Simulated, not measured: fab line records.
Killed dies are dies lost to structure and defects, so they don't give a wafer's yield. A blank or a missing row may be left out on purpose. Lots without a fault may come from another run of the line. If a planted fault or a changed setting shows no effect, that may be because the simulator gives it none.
What tool caused it? / flow n5_finfet / 12 lots with 34 wafers sampled at 3 steps, on a route of 1938 steps

## WHAT EACH GAUGE READ, for each wafer
N5_BEOL_M7_INSPECT_58: inspects for defects (darkfield). Usual: raw_defect_count 71, standard deviation 25.
lot=L279; measured=day 9 12:37; on=defect_inspect-01; raw_defect_count=56 76 49; flag=
lot=L281; measured=day 9 15:57; on=defect_inspect-01; raw_defect_count=36 43 71; flag=
lot=L282; measured=day 10 09:59; on=defect_inspect-01; raw_defect_count=75 91 76; flag=
lot=L283; measured=day 10 11:26; on=defect_inspect-01; raw_defect_count=78 77 70; flag=
lot=L287; measured=day 11 05:25; on=defect_inspect-01; raw_defect_count=33 45; flag=
lot=L288; measured=day 11 10:52; on=defect_inspect-01; raw_defect_count=89 69 69; flag=
lot=L290; measured=day 12 03:14; on=defect_inspect-01; raw_defect_count=82 79; flag=
lot=L293; measured=day 12 21:23; on=defect_inspect-01; raw_defect_count=54 38 43; flag=
lot=L294; measured=day 13 05:01; on=defect_inspect-01; raw_defect_count=41 42 58; flag=
lot=L295; measured=day 13 19:09; on=defect_inspect-01; raw_defect_count=95 107 115; flag=
lot=L296; measured=day 13 20:40; on=defect_inspect-02; raw_defect_count=67 58 51; flag=
lot=L302; measured=day 15 04:07; on=defect_inspect-02; raw_defect_count=49 45 45; flag=

N5_BEOL_M8_THK_MEAS_01. Usual: M8_ILD_THK 155.4 nm, standard deviation 2.1.
lot=L279; measured=day 9 13:14; on=film_metro-02; M8_ILD_THK (nm)=157.4 159.7 158.9; flag=
lot=L281; measured=day 9 16:58; on=film_metro-01; M8_ILD_THK (nm)=158.6 158.0 158.7; flag=
lot=L282; measured=day 10 10:36; on=film_metro-01; M8_ILD_THK (nm)=155.9 155.1 156.7; flag=
lot=L283; measured=day 10 12:02; on=film_metro-02; M8_ILD_THK (nm)=151.7 154.3 155.9; flag=
lot=L287; measured=day 11 06:01; on=film_metro-02; M8_ILD_THK (nm)=154.7 152.8; flag=
lot=L288; measured=day 11 11:29; on=film_metro-02; M8_ILD_THK (nm)=152.9 155.3 154.5; flag=
lot=L290; measured=day 12 03:53; on=film_metro-01; M8_ILD_THK (nm)=150.9 155.3; flag=
lot=L293; measured=day 12 21:59; on=film_metro-02; M8_ILD_THK (nm)=152.9 158.0 157.2; flag=
lot=L294; measured=day 13 05:37; on=film_metro-02; M8_ILD_THK (nm)=155.6 158.9 156.3; flag=
lot=L295; measured=day 13 19:46; on=film_metro-01; M8_ILD_THK (nm)=155.5 154.4 155.6; flag=
lot=L296; measured=day 13 21:17; on=film_metro-01; M8_ILD_THK (nm)=156.3 159.1 157.3; flag=
lot=L302; measured=day 15 04:44; on=film_metro-02; M8_ILD_THK (nm)=156.3 158.6 159.5; flag=

N5_BEOL_M8_INSPECT_13: inspects for defects (brightfield). Usual: raw_defect_count 379, standard deviation 79.
lot=L279; measured=day 9 17:00; on=defect_inspect-02; raw_defect_count=303 341 293; flag=
lot=L281; measured=day 9 18:27; on=defect_inspect-01; raw_defect_count=260 301 393; flag=
lot=L282; measured=day 10 11:25; on=defect_inspect-01; raw_defect_count=366 322 311; flag=
lot=L283; measured=day 10 14:16; on=defect_inspect-01; raw_defect_count=496 454 397; flag=
lot=L287; measured=day 11 08:27; on=defect_inspect-02; raw_defect_count=230 225; flag=
lot=L288; measured=day 11 12:28; on=defect_inspect-02; raw_defect_count=401 344 277; flag=
lot=L290; measured=day 12 06:31; on=defect_inspect-02; raw_defect_count=371 447; flag=
lot=L293; measured=day 13 00:26; on=defect_inspect-01; raw_defect_count=443 400 419; flag=
lot=L294; measured=day 13 09:31; on=defect_inspect-02; raw_defect_count=330 295 252; flag=
lot=L295; measured=day 13 20:43; on=defect_inspect-02; raw_defect_count=432 374 354; flag=
lot=L296; measured=day 13 22:49; on=defect_inspect-01; raw_defect_count=366 465 371; flag=
lot=L302; measured=day 15 07:13; on=defect_inspect-01; raw_defect_count=488 522 417; flag=

## TOOL THAT RAN EACH LOT (tool first, then ch and the chambers of the sampled wafers, then the start)
No process step before these readings appears in the record.

## AS READ BY THE TOOLS THEMSELVES (means over the sampled wafers that have a number; for cases with no such wafer, the mark the record gives instead)
The record holds no such reading with a usual standard deviation.

## THE ANSWER, worked out from the rows above alone
Rule: lot off if the mean of its wafers having a number is beyond 3 standard deviations from the usual mean. A lot without any number at a reading at which 4 lots or more have one is off too. Any other lot the step has rows for is counted as sound. The gauges are gone through in route order, then the tools' own readings, and for those a lot's mean is taken as printed above. At the first step where some lot is off, the reading lying furthest off is the one used; lots without a number count as furthest.
No lot is off at any reading shown: from this, nothing can be told.

## WHAT THE SIMULATOR HAD INSERTED
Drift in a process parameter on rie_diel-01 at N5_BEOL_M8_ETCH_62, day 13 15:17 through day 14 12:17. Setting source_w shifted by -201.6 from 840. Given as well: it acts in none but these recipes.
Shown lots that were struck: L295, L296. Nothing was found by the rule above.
